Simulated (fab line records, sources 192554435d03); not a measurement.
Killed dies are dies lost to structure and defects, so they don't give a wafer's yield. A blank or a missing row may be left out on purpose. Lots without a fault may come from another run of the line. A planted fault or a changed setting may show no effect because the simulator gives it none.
fab line records | flow n5_finfet
record lots=9 wafers=27 last_day=17
route steps=1938 shown BEOL_M1@797 BEOL_M4@1111 PASSIVATION@1936
lots that met no fault: from a run of the same line without faults
start_h: hours from the record's first day to the start of the lot's first wafer shown | wait_h: hours since the lot's step before | " the same as in the row above | L1.1+2: a row that stands for several wafers | - no value, or no start given | * or withheld: withheld | < > ~ a bound
route shown NAME@n: a module of which the file shows steps, and the number in the route of the first | usual: mean/standard deviation of fault-free wafers | same: alike in all rows | chamber/n: place in a boat | sites: the reading at each site | _std_site: their standard deviation | _edge_site: outer sites' mean less inner sites' | radius_mm: how far each site lies from the wafer's centre | mask NAME#n: copy n | behind: the tool/chamber that last shaped the wafer | hold: why the lot was held/for how many hours/how that ended | device: the transistor (n, p or np) that didn't switch | end of line: the same wafers' tests at the end of the route | a step without rows: its recipe alone | killed: dies lost to structure and defects at the first sort, not the wafer's yield | map: a wafer's dies, x killed, . not, _ none there
set.NAME: the setting as run; set.NAME@STEP: as run at that earlier step | model.NAME: the simulator's own value behind a step, which no gauge read
steps of the route over a sample of lots; a table a step, a row a wafer
services: from which hour (start_h, from the record's first day; less than 0 if before it) a tool's chamber was out of use, for how many hours, and why
## steps
# step N5_BEOL_M1_VIA_ETCH_34
# recipe chemistry=C4F6/O2 target_depth_a=678 mask_material=SOC pressure_mtorr=15 ion_energy_ev=250 taper_deg=4 time_s=64.4 source_w=350 bias_w=170 Ar_flow_sccm=300 C4F6_flow_sccm=10 O2_flow_sccm=10
# usual drypump_motor_current_A=6.0/0.34 oes_product_au=0.78/0.068 rf_vpp_V=667/7.2 showerhead_plenum_p_Torr=2.81/0.11 throttle_valve_pct=30.78/0.26
# columns lot.wafer tool chamber start_h wait_h drypump_motor_current_A oes_product_au rf_hours_counter_h rf_vpp_V showerhead_plenum_p_Torr throttle_valve_pct
L829.2 rie_diel-02 2 144.06 0.0 6.7 0.72 205 670 2.71 30.86
L829.3 " 1 " " 5.9 0.82 87 659 2.77 30.74
L829.5 " 3 " " 5.3 0.84 - 666 2.77 30.81
L831.1 rie_diel-02 3 159.54 0.0 5.3 0.85 68 664 2.76 30.78
L831.3 " 1 " " 5.9 0.81 93 660 2.76 30.74
L831.6 " 3 " " 5.3 0.84 - 665 2.76 30.80
L832.3 rie_diel-03 2 163.16 0.0 5.9 0.70 212 674 2.83 31.16
L832.4 " 3 " " 5.6 0.84 45 678 3.01 30.23
L832.5 " 3 " " 5.6 0.84 - 677 3.01 30.26
L838.2 rie_diel-01 1 192.04 0.0 6.3 0.88 36 661 2.77 30.85
L838.3 " 3 " " 6.0 0.74 182 658 2.83 30.77
L838.6 " 0 " " 5.9 0.77 - 655 2.85 30.73
L843.2 rie_diel-03 1 227.22 0.0 6.2 0.76 143 661 2.62 30.60
L843.3 " 3 " " 5.6 0.82 63 678 3.00 30.24
L843.4 " 0 " " 5.8 0.81 82 672 2.86 30.96
L844.1 rie_diel-03 2 232.10 0.0 6.0 0.69 233 674 2.82 31.15
L844.2 " 1 " " 6.2 0.76 144 661 2.62 30.61
L844.4 " 0 " " 5.8 0.82 83 670 2.86 30.93
L845.3 rie_diel-03 3 234.31 0.0 5.6 0.82 64 677 3.00 30.26
L845.5 " 3 " " 5.6 0.82 - 677 3.00 30.26
L845.6 " 2 " " 5.9 0.68 - 674 2.82 31.16
L848.2 rie_diel-01 1 251.70 0.0 6.3 0.86 57 661 2.76 30.88
L848.3 " 2 " " 5.5 0.93 11 675 2.89 30.97
L848.4 " 3 " " 6.0 0.72 198 657 2.82 30.78
L849.2 rie_diel-02 0 257.91 0.0 6.5 0.67 253 673 2.91 30.75
L849.3 " 1 " " 5.9 0.78 122 660 2.75 30.78
L849.4 " 3 " " 5.3 0.80 96 664 2.75 30.83
# step N5_BEOL_M1_TRENCH_ETCH_37
# recipe chemistry=C4F6/O2 target_depth_a=552.07 target=SiOC time_s=29 ion_energy_ev=250 pressure_mtorr=30 source_w=355 bias_w=185 Ar_flow_sccm=300 C4F6_flow_sccm=10 O2_flow_sccm=10
# usual drypump_motor_current_A=6.0/0.34 oes_product_au=0.78/0.069 rf_vpp_V=667/7.4 showerhead_plenum_p_Torr=2.82/0.11 throttle_valve_pct=20.90/0.25
# columns lot.wafer tool chamber start_h wait_h drypump_motor_current_A oes_product_au rf_hours_counter_h rf_vpp_V showerhead_plenum_p_Torr throttle_valve_pct
L829.2 rie_diel-02 2 144.16 - 6.7 0.71 205 670 2.71 21.01
L829.3 " 1 " " 5.9 0.83 87 661 2.77 20.81
L829.5 " 3 " " 5.3 0.85 - 665 2.77 20.95
L831.1 rie_diel-02 3 159.64 - 5.3 0.84 68 665 2.77 20.94
L831.3 " 1 " " 5.9 0.82 93 660 2.77 20.81
L831.6 " 3 " " 5.3 0.85 - 665 2.77 20.94
L832.3 rie_diel-03 2 163.26 - 5.9 0.70 212 673 2.83 21.23
L832.4 " 3 " " 5.6 0.85 45 677 3.01 20.35
L832.5 " 3 " " 5.6 0.85 - 677 3.01 20.37
L838.2 rie_diel-01 1 192.14 - 6.3 0.90 36 660 2.78 20.96
L838.3 " 3 " " 6.0 0.74 182 656 2.84 20.92
L838.6 " 0 " " 5.9 0.76 - 656 2.85 20.91
L843.2 rie_diel-03 1 227.32 - 6.2 0.76 143 661 2.62 20.77
L843.3 " 3 " " 5.6 0.83 63 679 3.00 20.38
L843.4 " 0 " " 5.8 0.80 82 670 2.87 21.02
L844.1 rie_diel-03 2 232.20 - 5.9 0.68 233 672 2.82 21.28
L844.2 " 1 " " 6.2 0.67 144 663 2.62 20.75
L844.4 " 0 " " 5.9 0.80 83 672 2.87 21.01
L845.3 rie_diel-03 3 234.41 - 5.6 0.82 64 679 3.00 20.40
L845.5 " 3 " " 5.6 0.73 - 678 3.00 20.36
L845.6 " 2 " " 5.9 0.68 - 675 2.82 21.27
L848.2 rie_diel-01 1 251.79 - 6.3 0.86 57 659 2.77 21.01
L848.3 " 2 " " 5.5 0.93 11 675 2.90 20.96
L848.4 " 3 " " 6.0 0.72 198 657 2.83 20.98
L849.2 rie_diel-02 0 258.00 - 6.5 0.66 253 674 2.91 20.95
L849.3 " 1 " " 5.9 0.77 122 659 2.76 20.86
L849.4 " 3 " " 5.3 0.80 96 665 2.76 21.01
# step N5_BEOL_M1_STRIP_97
# recipe chemistry=N2/H2 time_s=10 power_w=450 temp_c=40 pressure_mtorr=20 rf_frequency_hz=6e+07 bias_power_w=7 n2_flow_sccm=200 h2_flow_sccm=200
# usual drypump_motor_current_A=6.0/0.34 oes_product_au=0.78/0.067 rf_vpp_V=59.1/0.9 showerhead_plenum_p_Torr=2.51/0.1 throttle_valve_pct=23.71/0.29
# columns lot.wafer tool chamber start_h wait_h drypump_motor_current_A oes_product_au rf_hours_counter_h rf_vpp_V showerhead_plenum_p_Torr throttle_valve_pct
L829.2 rie_diel-02 2 - - 6.7 0.71 205 57.7 2.41 23.67
L829.3 " 1 " " 5.9 0.82 87 58.7 2.47 23.70
L829.5 " 3 " " 5.3 0.84 - 59.7 2.47 23.63
L831.1 rie_diel-02 3 - - 5.3 0.84 68 59.0 2.47 23.64
L831.3 " 1 " " 5.9 0.82 93 59.5 2.46 23.70
L831.6 " 3 " " 5.3 0.84 - 58.4 2.47 23.62
L832.3 rie_diel-03 2 - - 5.9 0.69 212 57.9 2.52 23.99
L832.4 " 3 " " 5.6 0.85 45 61.0 2.70 23.13
L832.5 " 3 " " 5.6 0.85 - 58.0 2.70 23.13
L838.2 rie_diel-01 1 - - 6.3 0.88 36 59.0 2.48 23.62
L838.3 " 3 " " 6.0 0.73 182 58.9 2.52 23.53
L838.6 " 0 " " 5.9 0.78 - 59.9 2.55 23.71
L843.2 rie_diel-03 1 - - 6.2 0.75 143 59.5 2.34 23.65
L843.3 " 3 " " 5.6 0.83 63 60.6 2.69 23.15
L843.4 " 0 " " 5.8 0.82 82 59.7 2.56 24.08
L844.1 rie_diel-03 2 - - 5.9 0.68 233 60.4 2.51 24.00
L844.2 " 1 " " 6.2 0.76 144 59.0 2.34 23.64
L844.4 " 0 " " 5.9 0.81 83 60.1 2.56 24.10
L845.3 rie_diel-03 3 - - 5.6 0.83 65 59.3 2.69 23.17
L845.5 " 3 " " 5.6 0.82 - 59.3 2.69 23.15
L845.6 " 2 " " 5.9 0.68 - 58.4 2.51 24.01
L848.2 rie_diel-01 1 - - 6.4 0.86 57 58.5 2.47 23.65
L848.3 " 2 " " 5.5 0.93 11 60.5 2.59 24.12
L848.4 " 3 " " 6.0 0.71 199 58.1 2.51 23.58
L849.2 rie_diel-02 2 - - 6.8 0.68 241 59.5 2.39 23.74
L849.3 " 3 " " 5.3 0.80 96 58.1 2.46 23.68
L849.4 " 3 " " 5.3 0.80 - 59.9 2.46 23.67
# step N5_BEOL_M1_OCD_MEAS_38
# usual trench_depth_nm=54.9/0.88
# columns lot.wafer tool chamber start_h wait_h trench_depth_nm
L829.2 ocd-01 - 144.32 - 54.3
L829.3 " - " " 57.0
L829.5 " - " " 55.9
L831.1 ocd-01 - 159.79 - 56.6
L831.3 " - " " 56.7
L831.6 " - " " 57.1
L832.3 ocd-02 - 163.42 - 55.4
L832.4 " - " " 55.7
L832.5 " - " " 55.5
L838.2 ocd-01 - 192.30 - 56.6
L838.3 " - " " 55.6
L838.6 " - " " 55.0
L843.2 ocd-02 - 227.48 - 54.5
L843.3 " - " " 56.5
L843.4 " - " " 55.9
L844.1 ocd-01 - 232.35 - 54.3
L844.2 " - " " 44.2
L844.4 " - " " 54.8
L845.3 ocd-02 - 234.57 - 55.9
L845.5 " - " " 45.3
L845.6 " - " " 54.1
L848.2 ocd-02 - 251.95 - 56.6
L848.3 " - " " 55.6
L848.4 " - " " 55.0
L849.2 ocd-02 - 258.16 - 54.0
L849.3 " - " " 55.8
L849.4 " - " " 55.2
# step N5_BEOL_M1_CD_MEAS_35
# recipe target_cd_nm=18 target_cd_y_nm=21 polarity=opening
# usual cd_nm=17.9/0.31
# columns lot.wafer tool chamber start_h wait_h cd_nm
L829.2 cd_sem-01 - 144.47 0.0 17.4
L829.3 " - " " 17.9
L829.5 " - " " 18.3
L831.1 cd_sem-02 - 159.95 0.0 17.6
L831.3 " - " " 18.3
L831.6 " - " " 17.8
L832.3 cd_sem-03 - 163.57 0.0 17.6
L832.4 " - " " 18.3
L832.5 " - " " 18.0
L838.2 cd_sem-01 - 192.45 0.0 17.7
L838.3 " - " " 18.5
L838.6 " - " " 17.4
L843.2 cd_sem-02 - 227.63 0.0 17.9
L843.3 " - " " 18.5
L843.4 " - " " 18.3
L844.1 cd_sem-02 - 232.51 0.0 17.5
L844.2 " - " " 17.8
L844.4 " - " " 17.9
L845.3 cd_sem-02 - 234.73 0.0 18.4
L845.5 " - " " 18.1
L845.6 " - " " 17.9
L848.2 cd_sem-01 - 252.12 0.0 17.5
L848.3 " - " " 17.8
L848.4 " - " " 18.5
L849.2 cd_sem-02 - 258.31 0.0 17.6
L849.3 " - " " 17.7
L849.4 " - " " 18.2
# step N5_BEOL_M4_RC_MEAS_101
# usual DIBL_N=35.8/1.5 DIBL_P=35.8/1.7 IOFF_N=0.151/0.022 IOFF_P=0.204/0.027 ION_N=673/8.6 ION_P=462/5.4 SS_N=71.4/0.54 SS_P=73.3/0.56 VT_N=250.5/2.6 VT_P=-251/3.1
# columns lot.wafer tool chamber start_h wait_h DIBL_N[mV/V] DIBL_P[mV/V] IOFF_N[nA/um] IOFF_P[nA/um] ION_N[uA/um] ION_P[uA/um] SS_N[mV/dec] SS_P[mV/dec] VT_N[mV] VT_P[mV]
L829.2 prober-02 0 200.02 0.2 36.6 38.6 0.191 0.231 677 460 72.1 73.5 248.0 -251
L829.3 " 0 " " 37.6 39.3 0.206 0.252 685 470 72.5 74.6 244.0 -247
L829.5 " 0 " " 36.5 38.5 0.187 0.234 674 464 72.7 74.6 248.2 -247
L831.1 prober-01 0 201.71 0.0 35.7 35.7 0.134 0.195 666 460 70.8 73.8 251.8 -251
L831.3 " 0 " " 37.4 38.1 0.174 0.230 678 464 72.0 73.9 247.8 -248
L831.6 " 0 " " 36.9 38.1 0.166 0.226 674 465 71.2 73.9 247.5 -248
L832.3 prober-02 0 205.36 0.3 35.3 34.4 0.133 0.209 668 463 71.6 73.5 251.0 -248
L832.4 " 0 " " 35.6 34.9 0.142 0.221 658 460 71.7 73.2 251.5 -250
L832.5 " 0 " " 35.8 35.2 0.139 0.221 658 464 71.1 72.9 251.9 -248
L838.2 prober-02 0 241.11 0.2 36.6 37.6 0.159 0.189 673 456 72.3 73.7 249.8 -254
L838.3 " 0 " " 34.6 35.6 0.127 0.160 670 459 71.2 73.6 254.3 -256
L838.6 " 0 " " 35.2 35.7 0.128 0.156 653 455 70.8 73.2 255.9 -258
L843.2 prober-02 0 268.90 0.2 35.3 35.3 0.163 0.191 676 464 70.1 73.3 248.6 -249
L843.3 " 0 " " 35.0 34.6 0.152 0.175 676 460 71.7 72.3 249.7 -254
L843.4 " 0 " " 35.6 35.6 0.161 0.190 665 454 72.0 72.9 249.3 -252
L844.1 prober-01 0 277.76 0.0 35.9 34.7 0.143 0.183 681 462 71.0 73.4 251.3 -252
L844.2 " 0 " " 35.9 34.7 0.135 0.176 662 454 71.6 72.7 252.8 -254
L844.4 " 0 " " 35.1 34.3 0.128 0.175 663 456 71.0 73.2 253.3 -253
L845.3 prober-02 0 294.14 0.3 34.0 35.5 0.165 0.218 681 469 71.8 73.3 251.1 -248
L845.5 " 0 " " 33.1 34.0 0.133 0.186 673 463 71.9 73.2 253.3 -255
L845.6 " 0 " " 32.6 32.9 0.132 0.181 668 462 71.5 72.8 251.0 -252
L848.2 prober-01 0 297.00 0.2 35.9 36.2 0.163 0.224 680 471 71.2 73.9 248.4 -248
L848.3 " 0 " " 35.7 37.0 0.162 0.232 677 472 71.3 74.4 247.8 -249
L848.4 " 0 " " 35.5 36.0 0.160 0.228 685 468 70.9 73.7 250.4 -251
L849.2 prober-02 0 304.03 0.2 35.6 34.9 0.128 0.158 664 450 71.2 72.5 251.8 -256
L849.3 " 0 " " 36.6 36.5 0.145 0.184 664 461 71.8 72.6 250.5 -252
L849.4 " 0 " " 36.2 35.5 0.137 0.164 670 460 70.7 73.4 250.4 -254
# step N5_PASSIVATION_PROBE_49
# usual defect_limited_yield=91.3/1.4 killed_at_M0_to_M3=33/10 killed_at_M4_up=15/6.1 killed_at_contacts=12/6.7 killed_at_front_end=39/11 killed_at_other=4/3.3 killed_dies=103/16 killed_open=68/12 killed_short=34/7.2 sort_bin_5_function=5.1/0.88 sort_bin_6_memory=3.3/0.67 sort_n_pass=1077/16 sort_yield_pct=91.3/1.4
# same gross_dies=1180 killed_at_back_side=0 sort_bin_4_leakage[%]=0 sort_bin_8_speed[%]=0
# columns lot.wafer tool chamber start_h wait_h defect_limited_yield[%] killed_at_M0_to_M3 killed_at_M4_up killed_at_contacts killed_at_front_end killed_at_other killed_dies killed_open killed_short sort_bin_5_function[%] sort_bin_6_memory[%] sort_n_pass sort_yield_pct[%]
L843.2 prober-02 - 380.50 0.1 92.1 33 9 6 43 2 93 61 32 4.0 3.4 1087 92.1
L843.3 prober-02 - 380.55 0.1 91.9 37 12 9 37 0 95 64 31 4.7 3.1 1085 91.9
L843.4 prober-02 - 380.60 0.2 92.3 44 7 4 35 1 91 66 25 4.2 3.1 1089 92.3
# killed by level:class
L843.2 BEOL_M0_SAQP:geometric_particle:open=12 STI_FIN_REVEAL:geometric_particle:open=10 BEOL_M2:geometric_particle:open=9 BEOL_M0_SAQP:geometric_particle:short=7 FIN_SAQP:geometric_particle:short=6 STI_FIN_REVEAL:geometric_particle:short=6 MOL_CONTACT_COAG:geometric_particle:open=6 GATE_CUT:geometric_particle:short=5
L843.3 BEOL_M0_SAQP:geometric_particle:short=11 BEOL_M0_SAQP:geometric_particle:open=10 STI_FIN_REVEAL:geometric_particle:open=8 MOL_CONTACT_COAG:geometric_particle:open=8 BEOL_M2:geometric_particle:open=8 FIN_SAQP:geometric_particle:short=7 BEOL_M8:geometric_particle:open=5 FIN_SAQP:geometric_particle:open=4
L843.4 STI_FIN_REVEAL:geometric_particle:open=16 BEOL_M0_SAQP:geometric_particle:open=15 BEOL_M0_SAQP:geometric_particle:short=12 BEOL_M2:geometric_particle:open=7 FIN_SAQP:geometric_particle:open=6 BEOL_M4:geometric_particle:open=4 DUMMY_GATE:geometric_particle:open=3 BEOL_M3:geometric_particle:open=3
## services
# columns tool chamber start_h hours kind
rie_diel-01 2 187.71 - clean
rie_diel-01 2 187.71 - consumable_replace:focus_ring
rie_diel-01 2 187.71 28.1 scheduled_down
rie_diel-01 2 187.71 28.1 vent_cycle
rie_diel-01 3 229.61 8.4 repair
rie_diel-03 2 257.83 5.3 repair
## key
first_sign step=N5_BEOL_M1_OCD_MEAS_38 reading=trench_depth_nm direction=down sigmas=12 usual=54.9 struck=44.7
effect none on later readings
met_at N5_BEOL_M1_TRENCH_ETCH_37
struck_lots L844,L845
struck_wafers L844.2,L845.5
not_acting_at N5_BEOL_M1_VIA_ETCH_34,N5_BEOL_M1_STRIP_97,N5_BEOL_M1_CD_MEAS_35
onset_between 227.32 232.20
fault kind=process_parameter_drift tool=rie_diel-03 chamber=- onset_h=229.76 steps=N5_BEOL_M1_TRENCH_ETCH_37 channel=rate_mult offset=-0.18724 shape=step end_h=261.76 scope=struck_wafers_only
